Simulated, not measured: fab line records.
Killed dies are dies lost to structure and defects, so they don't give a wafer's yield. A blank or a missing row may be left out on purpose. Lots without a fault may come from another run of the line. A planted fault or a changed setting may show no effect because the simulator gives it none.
The same fault as seen by 2 desks | flow n5_finfet | each desk holds nothing but its own numbers, with what lay behind them at the end

== TOOL OWNER'S DESK, cvd_co-02 ==
The tool's own readings at N5_BEOL_M6_CVD_78 (deposits Co from CCTBA/H2, target thk 2 nm, time 142.3 s): means of the sampled wafers that have a number, for each lot that ran on this tool. The brackets show how far a lot's mean lies from the usual mean; more than 4 standard deviations puts the lot out of limits, marked OUT.
Columns: A = chamber_pressure_Torr at N5_BEOL_M6_CVD_78, usual 29.99 Torr; B = run_length_s at N5_BEOL_M6_CVD_78, usual 165.1 s
lot  | first seen here | A     | B
L607 | day 9 13:09     | 30.01 | 165.1
L608 | day 9 13:24     | 30.01 | 165.4
L614 | day 10 20:31    | 29.99 | 165.4
L625 | day 13 08:00    | 30.05 | 165.3
L626 | day 14 06:20    | 30.00 | 165.4
This desk's verdict: no lot among the 5 shows anything out of limits.

== FROM THE METROLOGY DESK ==
Lot by lot, what the gauges showed, no matter which tool ran the lot: averages of those sampled wafers that carry a number. The brackets show how far a lot's mean lies from the usual mean; more than 4 standard deviations puts the lot out of limits, marked OUT. Of its 11 readings 7 are shown: those that lie furthest out on some lot.
Columns: A = DIBL_N at N5_BEOL_M4_RC_MEAS_101, usual 36.3 mV/V; B = DIBL_P at N5_BEOL_M4_RC_MEAS_101, usual 36.2 mV/V; C = ION_P at N5_BEOL_M4_RC_MEAS_101, usual 463 uA/um; D = SS_N at N5_BEOL_M4_RC_MEAS_101, usual 71.4 mV/dec; E = SS_P at N5_BEOL_M4_RC_MEAS_101, usual 73.3 mV/dec; F = VT_P at N5_BEOL_M4_RC_MEAS_101, usual -250.1 mV; G = trench_depth_nm at N5_BEOL_M6_OCD_MEAS_38, usual 94.6 nm
lot  | first seen here | A    | B    | C   | D    | E    | F      | G
L607 | day 8 13:32     | 38.5 | 37.8 | 467 | 72.1 | 73.6 | -247.3 | 96.2
L608 | day 8 18:29     | 35.3 | 35.6 | 460 | 71.3 | 72.7 | -250.3 | 93.6
L614 | day 10 01:46    | 35.5 | 36.5 | 462 | 70.7 | 73.3 | -250.3 | 94.3
L617 | day 10 22:40    | 35.1 | 36.3 | 463 | 71.6 | 73.7 | -249.6 | 97.1
L618 | day 11 06:19    | 36.7 | 36.7 | 454 | 71.8 | 73.4 | -253.4 | 95.6
L625 | day 12 12:07    | 34.8 | 33.8 | 458 | 70.7 | 72.8 | -253.0 | 94.3
L624 | day 12 19:37    | 36.1 | 35.5 | 465 | 70.5 | 72.9 | -249.3 | 93.4
L626 | day 13 08:55    | 35.0 | 35.8 | 463 | 70.9 | 72.3 | -250.7 | 93.7
L627 | day 13 12:47    | 35.1 | 36.8 | 464 | 70.9 | 73.3 | -249.7 | 93.8
This desk's verdict: no lot among the 9 shows anything out of limits.

== PUT TOGETHER ==
The desk of the tool owner found nothing out of limits.
Nothing out of limits was seen by the metrology desk.

== WHAT WAS PUT IN BY THE SIMULATOR ==
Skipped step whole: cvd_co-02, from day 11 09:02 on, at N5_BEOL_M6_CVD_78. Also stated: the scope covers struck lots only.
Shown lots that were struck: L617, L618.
